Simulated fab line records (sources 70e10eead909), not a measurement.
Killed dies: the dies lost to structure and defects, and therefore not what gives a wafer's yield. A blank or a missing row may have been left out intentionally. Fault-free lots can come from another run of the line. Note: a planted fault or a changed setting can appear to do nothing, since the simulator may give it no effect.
Struck lot and sound lot, side by side / flow nand-harc / 14 out of 1159 route steps
Sound: wafers L836.1, L836.5, L836.6. Struck: wafers L850.3, L850.4, L850.5. The cause comes at the end.
Per side, at each step with rows, come the tool, then ch with its chambers, and then its first start. Under that, the readings that differ: sound wafers / struck wafers / difference of the means / sigmas: that difference in standard deviations of wafers without a fault.
alike: same words and numbers on both sides, and readings whose means sit less than 2 such deviations apart. not compared: any withheld reading, any reading some wafer has no value for, any bound like >300 that may hide the same value, and any number with overlapping values for which the record gives no deviation.
Wherever a step has rows on one side only, a row that says differs or no value, or a row with sigmas, the two part there. Numbers that have no deviation but don't overlap get no sigmas and don't part them. A reading missing from all wafers of one side parts the sides only when that side holds two or more wafers.

first, 1 step without rows for these wafers: NHARC_A_ONON_D1_DEP_09 (target thk 1000 nm).
NHARC_A_ONON_D1_THK_MEAS_11: measures by ellipsometry.
  sound on film-metro-01 at day 8 01:19; struck on film-metro-01 at day 11 12:54
  alike: thk-nm
after that, 1 step with no rows for these wafers: NHARC_A_ONON_D1_DEP_12 (target thk 1000 nm).
NHARC_A_ONON_D1_THK_MEAS_14: measures by ellipsometry.
  sound on film-metro-01 at day 8 01:53; struck on film-metro-02 at day 11 13:29
  alike: thk-nm
then, 2 steps without rows for these wafers: NHARC_A_ONON_D1_ANNEAL_15 (time 3600 s); NHARC_A_ONON_D1_DEP_16 (target thk 1000 nm).
NHARC_A_ONON_D1_THK_MEAS_18: measures by ellipsometry.
  sound on film-metro-01 at day 8 09:01; struck on film-metro-01 at day 11 20:38
  alike: thk-nm
after that, 1 step with no rows for these wafers: NHARC_A_ONON_D1_DEP_19 (target thk 1000 nm).
NHARC_A_ONON_D1_THK_MEAS_21: measures by ellipsometry.
  sound on film-metro-02 at day 8 09:35; struck on film-metro-01 at day 11 21:11
  alike: thk-nm
after that, 1 step with no rows for these wafers: NHARC_A_ONON_D1_DEP_22 (target thk 1000 nm).
NHARC_A_ONON_D1_THK_MEAS_24: measures by ellipsometry.
  sound on film-metro-02 at day 8 10:08; struck on film-metro-02 at day 11 21:46
  alike: thk-nm
NHARC_A_ONON_D1_DEP_25: target thk 1000 nm.
  sound on pecvd-onon-01 ch 0, day 8 10:12; struck on pecvd-onon-02 ch 0, day 11 21:56
NHARC_A_ONON_D1_THK_MEAS_27: measures by ellipsometry.
  sound on film-metro-02 at day 8 10:43; struck on film-metro-01 at day 11 22:29
reading=thk-nm (nm); sound=1018 1018 1016; struck=1608 1608 1610; difference=+591; sigmas=+64
  not compared: hold
next, for these wafers, 1 step has no rows: NHARC_END_SORT_01.

== WHERE THEY PART ==
Only at NHARC_A_ONON_D1_THK_MEAS_27, as far as this record shows.

WHY: what had been put in by the simulator
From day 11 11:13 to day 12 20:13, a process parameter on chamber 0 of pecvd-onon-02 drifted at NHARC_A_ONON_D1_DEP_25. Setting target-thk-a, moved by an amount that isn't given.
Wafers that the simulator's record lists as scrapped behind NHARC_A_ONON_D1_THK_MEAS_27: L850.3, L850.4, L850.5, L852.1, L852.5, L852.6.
